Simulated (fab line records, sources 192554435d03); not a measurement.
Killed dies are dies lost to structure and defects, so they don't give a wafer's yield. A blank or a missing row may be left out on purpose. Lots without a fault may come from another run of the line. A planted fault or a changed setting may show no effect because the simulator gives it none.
A struck lot beside a sound one | flow n5_finfet | 42 steps out of a route of 1938
Sound: wafers L530.1, L530.2, L530.6. Struck: wafer L536.3. (L536.1, L536.5 of the same lot were not struck and are left out.) The cause comes at the end.
At each step with rows: each side's tool, then ch and its chambers, then its first start. Under that, the readings that differ: sound wafers | struck wafers | difference of the means | sigmas: that difference in standard deviations of wafers without a fault.
alike: readings whose means differ by less than 2 such deviations, and words and numbers that are the same on both sides. not compared: withheld readings, readings that some wafer has no value for, bounds like >300 that may hide the same value, and numbers for which the record gives no deviation and whose values overlap.
The two part at a step that has a row with sigmas, a row that says differs or no value, or rows on one side only. Numbers that don't overlap but have no deviation are shown without sigmas and don't part them. A reading that every wafer of one side lacks parts them only if that side has two wafers or more.

first, 4 steps without rows for these wafers: N5_HKMG_FIN_SOFTBAKE_07 (time 60 s); N5_HKMG_FIN_EXPOSE_09 (exposes mask NWFM); N5_HKMG_FIN_PEB_10 (peb time 60 s); N5_HKMG_FIN_DEVELOP_11 (develop time 30 s).
N5_HKMG_FIN_CD_MEAS_12: target cd 92.8 nm.
  sound on cd_sem-01 ch 0, day 6 10:05; struck on cd_sem-02 ch 0, day 8 00:20
  alike: cd_nm
N5_HKMG_FIN_OVL_MEAS_13:
  sound on overlay-02 ch 0, day 6 10:07; struck on overlay-02 ch 0, day 8 00:22
  alike: NWFM_OVL
N5_HKMG_FIN_INSPECT_14: inspects for defects (macro).
  sound on defect_inspect-01, day 6 10:08; struck on defect_inspect-01, day 8 00:23
  alike: raw_defect_count
N5_HKMG_FIN_DESCUM_17: chemistry O2, time 7.9 s.
  sound on rie_diel-01 ch 1,2,3, day 6 10:10; struck on rie_diel-06 ch 0, day 8 00:25
  alike: bias_power_w, drypump_motor_current_A, o2_flow_sccm, oes_product_au, rf_vpp_V, showerhead_plenum_p_Torr, throttle_valve_pct
  not compared: rf_hours_counter_h
N5_HKMG_FIN_ETCH_31: etches SiARC in CF4, target depth 45.5 nm, time 75.8 s.
  sound on rie_diel-01 ch 1,2,3, day 6 10:13; struck on rie_diel-06 ch 0, day 8 00:28
  alike: drypump_motor_current_A, etch_rf_on_time_s, oes_product_au, rf_vpp_V, showerhead_plenum_p_Torr, throttle_valve_pct
  not compared: rf_hours_counter_h
N5_HKMG_FIN_ETCH_32: etches SOC in N2/H2, target depth 240 nm, time 300 s.
  sound on rie_diel-01 ch 1,2,3, day 6 10:16; struck on rie_diel-06 ch 0, day 8 00:31
  alike: drypump_motor_current_A, h2_flow_sccm, oes_product_au, rf_vpp_V, showerhead_plenum_p_Torr, throttle_valve_pct
  not compared: rf_hours_counter_h
then, 2 steps without rows for these wafers: N5_HKMG_FIN_STRIP_33 (strips in N2/H2); N5_HKMG_FIN_STRIP_34 (strips in CF4).
N5_HKMG_FIN_ETCH_35: etches SOC in N2/H2, target depth 215.8 nm, time 243.4 s.
  sound on rie_diel-01 ch 1,2,3, day 6 10:28; struck on rie_diel-06 ch 0, day 8 00:43
  reading                                   | sound             | struck | difference | sigmas
  oes_product_au (a.u.)                     | 0.71 0.72 0.72    | 1.05   | +0.33      | +5
  model.HKMG_FIN.feature_depth_nm (nm)      | 220.2 214.2 209.6 | 338.8  | +124.1     |
  model.etch.depth_nm (nm)                  | 220.1 214.3 209.7 | 338.9  | +124.2     |
  model.SOC_of_HKMG_FIN_COAT_29.thk_nm (nm) | 80.4 86.2 90.2    | 0      | -86        |
  alike: drypump_motor_current_A, h2_flow_sccm, rf_vpp_V, showerhead_plenum_p_Torr, throttle_valve_pct
  not compared: rf_hours_counter_h
N5_HKMG_FIN_STRIP_92: strips SOC in N2/H2, time 20 s.
  sound on rie_diel-01 ch 1,2,3, day 6 10:37; struck on rie_diel-06 ch 0, day 8 00:52
  reading                                   | sound             | struck | difference | sigmas
  bias_power_w (W)                          | 8.023 8.000 8.055 | 7.961  | -0.065     | -3
  power_w (W)                               | 500.2 500.5 503.5 | 497.6  | -3.8       | -3
  model.SOC_of_HKMG_FIN_COAT_29.thk_nm (nm) | 70 76 80.2        | 0      | -75        |
  alike: drypump_motor_current_A, h2_flow_sccm, oes_product_au, rf_vpp_V, showerhead_plenum_p_Torr, throttle_valve_pct
  not compared: rf_hours_counter_h
then, 15 steps without rows for these wafers: N5_HKMG_FIN_WET_ETCH_18 (etches TiN in SC1, time 55 s, target depth 5.2 nm, rinse time 30 s); N5_HKMG_FIN_STRIP_19 (strips in N2/H2, time 360 s); N5_HKMG_FIN_ALD_91 (deposits TiN, target thk 1 nm, pulse time 1 s, purge time 3 s); N5_HKMG_FIN_COAT_85 (time 60 s, resist thk 300 nm); N5_HKMG_FIN_ETCH_86 (etches SOC in N2/H2, stops on TiN, target depth 393.2 nm); N5_HKMG_FIN_STRIP_89 (strips SOC in N2/H2, time 20 s); N5_HKMG_FIN_WET_ETCH_87 (etches TiN in SC1, time 154.2 s, target depth 4.7 nm, rinse time 30 s); N5_HKMG_FIN_STRIP_88 (strips in N2/H2, time 360 s); N5_HKMG_FIN_NWFM_ALD_20 (deposits TiAlC, target thk 2 nm, pulse time 3 s, purge time 2 s); N5_HKMG_FIN_ALD_71 (deposits TiN, target thk 1 nm, pulse time 1 s, purge time 3 s); N5_HKMG_FIN_COAT_66 (time 60 s, resist thk 300 nm); N5_HKMG_FIN_ETCH_67 (etches SOC in N2/H2, stops on TiN, target depth 388.9 nm); N5_HKMG_FIN_STRIP_90 (strips SOC in N2/H2, time 20 s); N5_HKMG_FIN_WET_ETCH_73 (etches the open film in SC1, time 42.3 s, target depth 1.3 nm, rinse time 30 s); N5_HKMG_FIN_ETCHBACK_68 (etches the open film in Cl2/Ar, stops on HfO2, target depth 0.5 nm).
N5_HKMG_FIN_STRIP_69: strips in N2/H2, time 360 s.
  sound on plasma_asher-02 ch 0,1, day 6 13:15; struck on plasma_asher-02 ch 1, day 8 03:12
  alike: drypump_motor_current_A, h2_flow_sccm, heater_power_w
  not compared: rf_hours_counter_h
N5_HKMG_FIN_ALD_21: deposits TiN, target thk 1.5 nm, pulse time 1 s, purge time 3 s.
  sound on ald_metal-03 ch 1,2, day 6 13:38; struck on ald_metal-02 ch 0, day 8 03:35
  reading                    | sound             | struck | difference | sigmas
  heater_power_w (W)         | 930 928 939       | 750    | -182       | -2
  precursor_pulse_height_rel | 1.025 1.002 1.040 | 0.981  | -0.041     | -2
then, 6 steps without rows for these wafers: N5_HKMG_FIN_ALD_72 (deposits W, target thk 2 nm, pulse time 1 s, purge time 2 s); N5_HKMG_FIN_W_FILL_22 (material W, target thk 60 nm, time 18.2 s); N5_HKMG_FIN_PRECLEAN_83 (cleans in DIW, time 57.5 s); N5_HKMG_FIN_SRD_84 (dry time 32 s); N5_HKMG_FIN_CMP_23 (polishes, stops on SiNx, t overpolish 10 s, target thk 46.326 nm); N5_HKMG_FIN_CMP_94 (polishes, stops on SiNx, t overpolish 4.7 s, target thk 43.299 nm).
N5_HKMG_FIN_INSPECT_28: inspects for defects (darkfield).
  sound on defect_inspect-02, day 6 14:56; struck on defect_inspect-02, day 8 04:50
  alike: raw_defect_count
then, 3 steps without rows for these wafers: N5_GATE_CUT_ETCHBACK_00 (etches W in SF6/Cl2); N5_GATE_CUT_ETCH_56 (etches TiN in Cl2/Ar, target depth 21.6 nm); N5_GATE_CUT_ETCHBACK_30 (etches TiN in Cl2/Ar, target depth 3 nm).
-- the record jumps here: 3 days lie between the struck wafers' starts before and after (it left off in module GATE_CUT and takes up again in module BEOL_M4, whose first step shown is number 1111 of the route) --
N5_BEOL_M4_RC_MEAS_101:
  sound on prober-02 ch 0, day 10 05:01; struck on prober-02 ch 0, day 11 14:55
  reading         | sound                | struck | difference | sigmas
  EOT_N           | 10.62 10.65 10.54    | 10.15  | -0.45      | -4
  EOT_P           | 10.54 10.52 10.39    | 10.12  | -0.36      | -4
  IGATE_N (nA/um) | 0.0130 0.0125 0.0132 | 0.0371 | +0.0242    | +13
  IGATE_P (nA/um) | 0.0039 0.0038 0.0039 | 0.0110 | +0.0071    | +13
  alike: DIBL_N, DIBL_P, IOFF_N, IOFF_P, ION_N, ION_P, SS_N, SS_P, VT_N, VT_P

WHERE THEY PART
First at N5_HKMG_FIN_ETCH_35; last, within this record, at N5_BEOL_M4_RC_MEAS_101.

WHY: what the simulator had put in
Process parameter drift: rie_diel-06, from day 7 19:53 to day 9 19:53, at N5_HKMG_FIN_ETCH_35. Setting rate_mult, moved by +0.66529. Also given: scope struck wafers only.
